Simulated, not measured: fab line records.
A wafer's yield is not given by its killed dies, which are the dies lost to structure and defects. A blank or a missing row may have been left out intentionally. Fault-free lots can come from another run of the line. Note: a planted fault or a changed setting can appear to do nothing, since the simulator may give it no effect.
What tool caused it? || flow nandHarc || Sampling: 12 lots, 36 wafers, 5 of 1302 route steps

WHAT EACH GAUGE READ, for each wafer
NHARC_A_CHANNEL_FILL_D1_THK_MEAS_06: measures by ellipsometry.
{"lot": "L692", "measured": "day 10 04:08", "on": "filmMetro-01", "thkNm (nm)": "4.2 6.1 5.5"}
{"lot": "L693", "measured": "day 10 18:44", "on": "filmMetro-02", "thkNm (nm)": "4.2 6.9 5.2"}
{"lot": "L697", "measured": "day 12 14:38", "on": "filmMetro-02", "thkNm (nm)": "2.9 3.3 5.1"}
{"lot": "L698", "measured": "day 12 22:40", "on": "filmMetro-01", "thkNm (nm)": "5.7 3.7 5.3"}
{"lot": "L699", "measured": "day 13 17:55", "on": "filmMetro-02", "thkNm (nm)": "4.9 5.2 5.4"}
{"lot": "L700", "measured": "day 13 17:55", "on": "filmMetro-01", "thkNm (nm)": "5.0 3.7 6.6"}
{"lot": "L704", "measured": "day 15 05:33", "on": "filmMetro-01", "thkNm (nm)": "4.6 5.0 4.3"}
{"lot": "L711", "measured": "day 18 02:22", "on": "filmMetro-02", "thkNm (nm)": "3.4 5.7 4.6"}
{"lot": "L712", "measured": "day 18 16:26", "on": "filmMetro-01", "thkNm (nm)": "6.3 5.0 4.5"}
{"lot": "L713", "measured": "day 19 02:53", "on": "filmMetro-02", "thkNm (nm)": "5.4 6.6 4.9"}
{"lot": "L714", "measured": "day 19 11:41", "on": "filmMetro-01", "thkNm (nm)": "4.4 5.7 5.2"}
{"lot": "L715", "measured": "day 20 02:47", "on": "filmMetro-02", "thkNm (nm)": "5.1 5.1 5.4"}

NHARC_A_DECK1_JOINT_THK_MEAS_17: measures by ellipsometry.
{"lot": "L692", "measured": "day 11 23:13", "on": "filmMetro-01", "thkNm (nm)": "46.7 46.4 45.2"}
{"lot": "L693", "measured": "day 12 20:08", "on": "filmMetro-01", "thkNm (nm)": "44.0 45.9 45.4"}
{"lot": "L697", "measured": "day 14 10:05", "on": "filmMetro-02", "thkNm (nm)": "45.6 46.5 45.4"}
{"lot": "L698", "measured": "day 15 00:45", "on": "filmMetro-02", "thkNm (nm)": "44.8 46.0 46.6"}
{"lot": "L699", "measured": "day 15 14:47", "on": "filmMetro-01", "thkNm (nm)": "46.7 45.4 44.8"}
{"lot": "L700", "measured": "day 15 14:47", "on": "filmMetro-02", "thkNm (nm)": "43.8 42.7 44.3"}
{"lot": "L704", "measured": "day 17 05:14", "on": "filmMetro-02", "thkNm (nm)": "46.6 46.0 44.1"}
{"lot": "L711", "measured": "day 20 07:03", "on": "filmMetro-01", "thkNm (nm)": "44.8 45.3 44.0"}
{"lot": "L712", "measured": "day 20 15:17", "on": "filmMetro-02", "thkNm (nm)": "43.3 43.9 44.6"}
{"lot": "L713", "measured": "day 20 23:58", "on": "filmMetro-01", "thkNm (nm)": "31.9 30.4 32.2"}
{"lot": "L714", "measured": "day 21 10:59", "on": "filmMetro-02", "thkNm (nm)": "31.9 31.9 32.6"}
{"lot": "L715", "measured": "day 21 23:43", "on": "filmMetro-01", "thkNm (nm)": "43.9 44.7 46.5"}

NHARC_A_ONON_D2_THK_MEAS_05: measures by ellipsometry.
{"lot": "L692", "measured": "day 12 00:25", "on": "filmMetro-01", "thkNm (nm)": "999 998 1001"}
{"lot": "L693", "measured": "day 12 21:19", "on": "filmMetro-01", "thkNm (nm)": "995 996 997"}
{"lot": "L697", "measured": "day 14 11:16", "on": "filmMetro-01", "thkNm (nm)": "987 987 986"}
{"lot": "L698", "measured": "day 15 01:56", "on": "filmMetro-01", "thkNm (nm)": "1002 1001 1000"}
{"lot": "L699", "measured": "day 15 15:58", "on": "filmMetro-01", "thkNm (nm)": "997 994 996"}
{"lot": "L700", "measured": "day 15 15:58", "on": "filmMetro-02", "thkNm (nm)": "988 990 990"}
{"lot": "L704", "measured": "day 17 06:24", "on": "filmMetro-01", "thkNm (nm)": "998 997 999"}
{"lot": "L711", "measured": "day 20 08:13", "on": "filmMetro-02", "thkNm (nm)": "990 989 991"}
{"lot": "L712", "measured": "day 20 16:30", "on": "filmMetro-01", "thkNm (nm)": "1004 1005 1004"}
{"lot": "L713", "measured": "day 21 01:08", "on": "filmMetro-01", "thkNm (nm)": "996 997 997"}
{"lot": "L714", "measured": "day 21 12:11", "on": "filmMetro-02", "thkNm (nm)": "1004 1002 1004"}
{"lot": "L715", "measured": "day 22 00:54", "on": "filmMetro-02", "thkNm (nm)": "994 993 993"}

TOOL THAT RAN EACH LOT (tool first, then ch and the chambers of the sampled wafers, then the start)
{"lot": "L692", "NHARC_A_CHANNEL_FILL_D1_STRIP_29": "rieDiel-07 ch 0,1,2, day 11 22:53 or earlier", "NHARC_A_DECK1_JOINT_DEP_16": "pecvd-03 ch 1,2, day 11 22:53"}
{"lot": "L693", "NHARC_A_CHANNEL_FILL_D1_STRIP_29": "rieDiel-11 ch 1,3, day 12 19:51 or earlier", "NHARC_A_DECK1_JOINT_DEP_16": "pecvd-03 ch 1,2, day 12 19:51"}
{"lot": "L697", "NHARC_A_CHANNEL_FILL_D1_STRIP_29": "rieDiel-07 ch 0,2, day 14 09:52 or earlier", "NHARC_A_DECK1_JOINT_DEP_16": "pecvd-04 ch 0,1,2, day 14 09:52"}
{"lot": "L698", "NHARC_A_CHANNEL_FILL_D1_STRIP_29": "rieDiel-11 ch 1,2,3, day 15 00:25 or earlier", "NHARC_A_DECK1_JOINT_DEP_16": "pecvd-04 ch 0,1, day 15 00:25"}
{"lot": "L699", "NHARC_A_CHANNEL_FILL_D1_STRIP_29": "rieDiel-07 ch 1,2, day 15 14:34 or earlier", "NHARC_A_DECK1_JOINT_DEP_16": "pecvd-03 ch 0,1, day 15 14:34"}
{"lot": "L700", "NHARC_A_CHANNEL_FILL_D1_STRIP_29": "rieDiel-03 ch 0,1,2, day 15 14:31 or earlier", "NHARC_A_DECK1_JOINT_DEP_16": "pecvd-04 ch 0,1, day 15 14:31"}
{"lot": "L704", "NHARC_A_CHANNEL_FILL_D1_STRIP_29": "rieDiel-11 ch 0,1, day 17 04:56 or earlier", "NHARC_A_DECK1_JOINT_DEP_16": "pecvd-02 ch 0,2, day 17 04:56"}
{"lot": "L711", "NHARC_A_CHANNEL_FILL_D1_STRIP_29": "rieDiel-03 ch 0,1,3, day 20 06:48 or earlier", "NHARC_A_DECK1_JOINT_DEP_16": "pecvd-03 ch 0,1,2, day 20 06:48"}
{"lot": "L712", "NHARC_A_CHANNEL_FILL_D1_STRIP_29": "rieDiel-07 ch 0,2, day 18 22:11", "NHARC_A_DECK1_JOINT_DEP_16": "pecvd-03 ch 0,1, day 20 15:01"}
{"lot": "L713", "NHARC_A_CHANNEL_FILL_D1_STRIP_29": "rieDiel-03 ch 1,2,3, day 20 23:41 or earlier", "NHARC_A_DECK1_JOINT_DEP_16": "pecvd-04 ch 1,2, day 20 23:41"}
{"lot": "L714", "NHARC_A_CHANNEL_FILL_D1_STRIP_29": "rieDiel-07 ch 0,2,3, day 21 10:43 or earlier", "NHARC_A_DECK1_JOINT_DEP_16": "pecvd-04 ch 0,1,2, day 21 10:43"}
{"lot": "L715", "NHARC_A_CHANNEL_FILL_D1_STRIP_29": "rieDiel-11 ch 0,3, day 21 23:29 or earlier", "NHARC_A_DECK1_JOINT_DEP_16": "pecvd-03 ch 0,1, day 21 23:29"}
- NHARC_A_CHANNEL_FILL_D1_STRIP_29: strips in O2, time 20 s.
- NHARC_A_DECK1_JOINT_DEP_16: deposits SiO2, target thk 45 nm.

WHAT THE TOOLS THEMSELVES READ (means of the sampled wafers that have a number; where no wafer has one, the mark that the record gives instead)
NHARC_A_CHANNEL_FILL_D1_STRIP_29.
{"lot": "L692", "tool": "rieDiel-07", "drypumpMotorCurrentA (A)": 6.2, "oesProductAu (a.u.)": 0.989, "rfVppV (V)": 57.5, "showerheadPlenumPTorr (Torr)": 3.40, "throttleValvePct (%)": 17.043}
{"lot": "L693", "tool": "rieDiel-11", "drypumpMotorCurrentA (A)": 6.0, "oesProductAu (a.u.)": 1.009, "rfVppV (V)": 57.5, "showerheadPlenumPTorr (Torr)": 3.56, "throttleValvePct (%)": 17.042}
{"lot": "L697", "tool": "rieDiel-07", "drypumpMotorCurrentA (A)": 6.5, "oesProductAu (a.u.)": 0.983, "rfVppV (V)": 58.0, "showerheadPlenumPTorr (Torr)": 3.45, "throttleValvePct (%)": 17.029}
{"lot": "L698", "tool": "rieDiel-11", "drypumpMotorCurrentA (A)": 5.9, "oesProductAu (a.u.)": 0.996, "rfVppV (V)": 58.1, "showerheadPlenumPTorr (Torr)": 3.58, "throttleValvePct (%)": 17.030}
{"lot": "L699", "tool": "rieDiel-07", "drypumpMotorCurrentA (A)": 6.0, "oesProductAu (a.u.)": 0.990, "rfVppV (V)": 57.9, "showerheadPlenumPTorr (Torr)": 3.32, "throttleValvePct (%)": 17.038}
{"lot": "L700", "tool": "rieDiel-03", "drypumpMotorCurrentA (A)": 5.8, "oesProductAu (a.u.)": 1.000, "rfVppV (V)": 58.5, "showerheadPlenumPTorr (Torr)": 3.62, "throttleValvePct (%)": 17.031}
{"lot": "L704", "tool": "rieDiel-11", "drypumpMotorCurrentA (A)": 5.6, "oesProductAu (a.u.)": 1.004, "rfVppV (V)": 57.0, "showerheadPlenumPTorr (Torr)": 3.46, "throttleValvePct (%)": 17.037}
{"lot": "L711", "tool": "rieDiel-03", "drypumpMotorCurrentA (A)": 5.6, "oesProductAu (a.u.)": 1.013, "rfVppV (V)": 57.1, "showerheadPlenumPTorr (Torr)": 3.57, "throttleValvePct (%)": 17.041}
{"lot": "L712", "tool": "rieDiel-07", "drypumpMotorCurrentA (A)": 6.3, "oesProductAu (a.u.)": 1.000, "rfVppV (V)": 57.0, "showerheadPlenumPTorr (Torr)": 3.37, "throttleValvePct (%)": 17.039}
{"lot": "L713", "tool": "rieDiel-03", "drypumpMotorCurrentA (A)": 6.0, "oesProductAu (a.u.)": 1.002, "rfVppV (V)": 57.7, "showerheadPlenumPTorr (Torr)": 3.61, "throttleValvePct (%)": 17.036}
{"lot": "L714", "tool": "rieDiel-07", "drypumpMotorCurrentA (A)": 6.2, "oesProductAu (a.u.)": 0.988, "rfVppV (V)": 57.2, "showerheadPlenumPTorr (Torr)": 3.48, "throttleValvePct (%)": 17.034}
{"lot": "L715", "tool": "rieDiel-11", "drypumpMotorCurrentA (A)": 5.4, "oesProductAu (a.u.)": 1.002, "rfVppV (V)": 57.1, "showerheadPlenumPTorr (Torr)": 3.48, "throttleValvePct (%)": 17.035}

NHARC_A_DECK1_JOINT_DEP_16.
{"lot": "L692", "tool": "pecvd-03", "heaterPowerOuterW (W)": 330, "heaterPowerW (W)": 597, "throttleValvePct (%)": 15.2}
{"lot": "L693", "tool": "pecvd-03", "heaterPowerOuterW (W)": 323, "heaterPowerW (W)": 580, "throttleValvePct (%)": 15.2}
{"lot": "L697", "tool": "pecvd-04", "heaterPowerOuterW (W)": 312, "heaterPowerW (W)": 566, "throttleValvePct (%)": 16.2}
{"lot": "L698", "tool": "pecvd-04", "heaterPowerOuterW (W)": 338, "heaterPowerW (W)": 604, "throttleValvePct (%)": 15.6}
{"lot": "L699", "tool": "pecvd-03", "heaterPowerOuterW (W)": 220, "heaterPowerW (W)": 430, "throttleValvePct (%)": 15.9}
{"lot": "L700", "tool": "pecvd-04", "heaterPowerOuterW (W)": 383, "heaterPowerW (W)": 654, "throttleValvePct (%)": 15.7}
{"lot": "L704", "tool": "pecvd-02", "heaterPowerOuterW (W)": 273, "heaterPowerW (W)": 496, "throttleValvePct (%)": 16.3}
{"lot": "L711", "tool": "pecvd-03", "heaterPowerOuterW (W)": 315, "heaterPowerW (W)": 551, "throttleValvePct (%)": 15.6}
{"lot": "L712", "tool": "pecvd-03", "heaterPowerOuterW (W)": 271, "heaterPowerW (W)": 480, "throttleValvePct (%)": 16.1}
{"lot": "L713", "tool": "pecvd-04", "heaterPowerOuterW (W)": 381, "heaterPowerW (W)": 666, "throttleValvePct (%)": 16.0}
{"lot": "L714", "tool": "pecvd-04", "heaterPowerOuterW (W)": 347, "heaterPowerW (W)": 620, "throttleValvePct (%)": 15.8}
{"lot": "L715", "tool": "pecvd-03", "heaterPowerOuterW (W)": 266, "heaterPowerW (W)": 480, "throttleValvePct (%)": 16.5}

THE ANSWER, worked out from the rows above alone
Rule: usual is defined by the lots themselves. Put in order of their means at a reading, lots are off if they are a third of the lots or fewer, leave a main group of 4 or more, and stand apart from it by a gap of 3 or more times the standard deviation of the main group's means; of several such gaps the widest counts. A main group whose means are all the same, to the digits that the tables above print for the reading, isn't used. Also off: a lot with no number at a reading for which 4 or more lots have one. Where the step has rows for the other lots, those lots are counted as sound. The gauges are gone through in route order, then the tools' own readings, and for those a lot's mean is taken as printed above. At the first step where some lot is off, the reading lying furthest off is the one used; lots without a number count as furthest.
Off: L713, L714 (NHARC_A_DECK1_JOINT_THK_MEAS_17, thkNm). The main group: mean 45.1 nm, standard deviation 0.79.
If a tool, at a process step before that reading, ran all the lots that are off and no sound lot after the first of them, it fits. The gauges at NHARC_A_DECK1_JOINT_THK_MEAS_17 are tried like those tools. NHARC_A_CHANNEL_FILL_D1_STRIP_29 gives no start for some lots, so the hours and the order of its lots are those of NHARC_A_DECK1_JOINT_DEP_16. One fits: pecvd-04 at NHARC_A_DECK1_JOINT_DEP_16. A fault onset in the window from L700 (day 15 14:31, its last sound lot) to L713 (day 20 23:41, its first lot off) fits.

WHAT WAS PUT IN BY THE SIMULATOR
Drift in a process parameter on pecvd-04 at NHARC_A_DECK1_JOINT_DEP_16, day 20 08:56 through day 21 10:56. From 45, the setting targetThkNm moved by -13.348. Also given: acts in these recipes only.
Lots struck among those shown: L713, L714. The rule above reached the same finding.
